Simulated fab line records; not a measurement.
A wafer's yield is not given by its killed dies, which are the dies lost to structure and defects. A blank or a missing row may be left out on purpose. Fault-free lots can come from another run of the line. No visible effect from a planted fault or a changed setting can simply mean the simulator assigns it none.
Comparing a struck lot with a sound one	flow n5-finfet	15 out of 1938 route steps
Sound: the wafers L178.1, L178.5, L178.6. Struck: wafer L187.1 (L187.2, L187.6, from the same lot, were not struck and are left out); the cause is given at the end.
Each step with rows lists, per side, the tool, then ch with its chambers, then its first start. Under that, the readings that differ: sound wafers	struck wafers	difference of the means	sigmas: that difference in standard deviations of wafers without a fault.
alike: words and numbers the same on both sides, and readings whose means are apart by under 2 such deviations; not compared: readings that were withheld, readings missing a value for some wafer, numbers with overlapping values and no deviation given by the record, and bounds like >300 which may hide the same value.
A row with sigmas, a row that says differs or no value, or rows on one side alone: a step with any of these is where the two part. Numbers that don't overlap but have no deviation are shown without sigmas and don't part them. A reading missing from all wafers of one side parts the sides only when that side holds two or more wafers.

first, 1 step without rows for these wafers: N5_HKMG_FIN_ETCH_86 (etches SOC in N2/H2, stops on TiN, target depth 393.2 nm).
N5_HKMG_FIN_STRIP_89: strips SOC in N2/H2, time 20 s.
  sound on rie-diel-01 ch 0,3, day 7 05:12; struck on rie-diel-04 ch 0, day 9 10:12
  alike: drypump-motor-current-A, oes-product-au, rf-fwd-power-W, rf-vpp-V, showerhead-plenum-p-Torr, throttle-valve-pct
  not compared: rf-hours-counter-h
then, 1 step without rows for these wafers: N5_HKMG_FIN_WET_ETCH_87 (etches TiN in SC1, time 154.2 s, target depth 4.7 nm, rinse time 30 s).
N5_HKMG_FIN_STRIP_88: strips in N2/H2, time 360 s.
  sound on plasma-asher-02 ch 0,1, day 7 05:24; struck on plasma-asher-01 ch 0, day 9 10:23
reading	sound	struck	difference	sigmas
heater-power-w (W)	482 522 496	422	-78	-2
  alike: drypump-motor-current-A
  not compared: rf-hours-counter-h
then, 1 step without rows for these wafers: N5_HKMG_FIN_NWFM_ALD_20 (deposits TiAlC, target thk 2 nm, pulse time 3 s, purge time 2 s).
N5_HKMG_FIN_ALD_71: deposits TiN, target thk 1 nm, pulse time 1 s, purge time 3 s.
  sound on ald-metal-03 ch 0,2,3, day 7 05:53; struck on ald-metal-02 ch 2, day 9 10:52
  alike: heater-power-w, precursor-pulse-height-rel
  not compared: ald-cycles
then, 5 steps without rows for these wafers: N5_HKMG_FIN_COAT_66 (time 60 s, resist thk 300 nm); N5_HKMG_FIN_ETCH_67 (etches SOC in N2/H2, stops on TiN, target depth 388.9 nm); N5_HKMG_FIN_STRIP_90 (strips SOC in N2/H2, time 20 s); N5_HKMG_FIN_WET_ETCH_73 (etches the open film in SC1, time 42.3 s, target depth 1.3 nm, rinse time 30 s); N5_HKMG_FIN_ETCHBACK_68 (etches the open film in Cl2/Ar, stops on HfO2, target depth 0.5 nm).
N5_HKMG_FIN_STRIP_69: strips in N2/H2, time 360 s.
  sound on plasma-asher-01 ch 0,1, day 7 06:41; struck on plasma-asher-02 ch 0, day 9 11:34
  alike: drypump-motor-current-A, heater-power-w
  not compared: rf-hours-counter-h
N5_HKMG_FIN_ALD_21: deposits TiN, target thk 1.5 nm, pulse time 1 s, purge time 3 s.
  sound on ald-metal-04 ch 0,3, day 7 07:04; struck on ald-metal-03 ch 1, day 9 11:58
reading	sound	struck	difference	sigmas
ald-cycles	68 68 68	76	+8	
  alike: heater-power-w, precursor-pulse-height-rel
N5_HKMG_FIN_ALD_72: deposits W, target thk 2 nm, pulse time 1 s, purge time 2 s.
  sound on cvd-w-02 ch 0,1, day 7 07:26; struck on cvd-w-02 ch 0, day 9 12:20
  alike: heater-power-w, precursor-pulse-height-rel
  not compared: ald-cycles
-- the record jumps here: 10 days lie between the struck wafers' starts before and after (it left off in module HKMG_FIN and takes up again in module PASSIVATION, whose first step shown is number 1936 of the route) --
N5_PASSIVATION_PROBE_49:
  sound on prober-02 at day 16 03:40; struck on prober-02 at day 19 23:44
reading	sound	struck	difference	sigmas
killed_at_M4_up	11 13 11	26	+14	+2
  alike: killed_at_M0_to_M3, killed-at-contacts, killed-at-front-end, killed-at-other, killed-dies, killed-open, killed-short

## WHERE THEY PART
Last at N5_PASSIVATION_PROBE_49 as far as this record goes, first at N5_HKMG_FIN_STRIP_88.

WHY: what had been put in by the simulator
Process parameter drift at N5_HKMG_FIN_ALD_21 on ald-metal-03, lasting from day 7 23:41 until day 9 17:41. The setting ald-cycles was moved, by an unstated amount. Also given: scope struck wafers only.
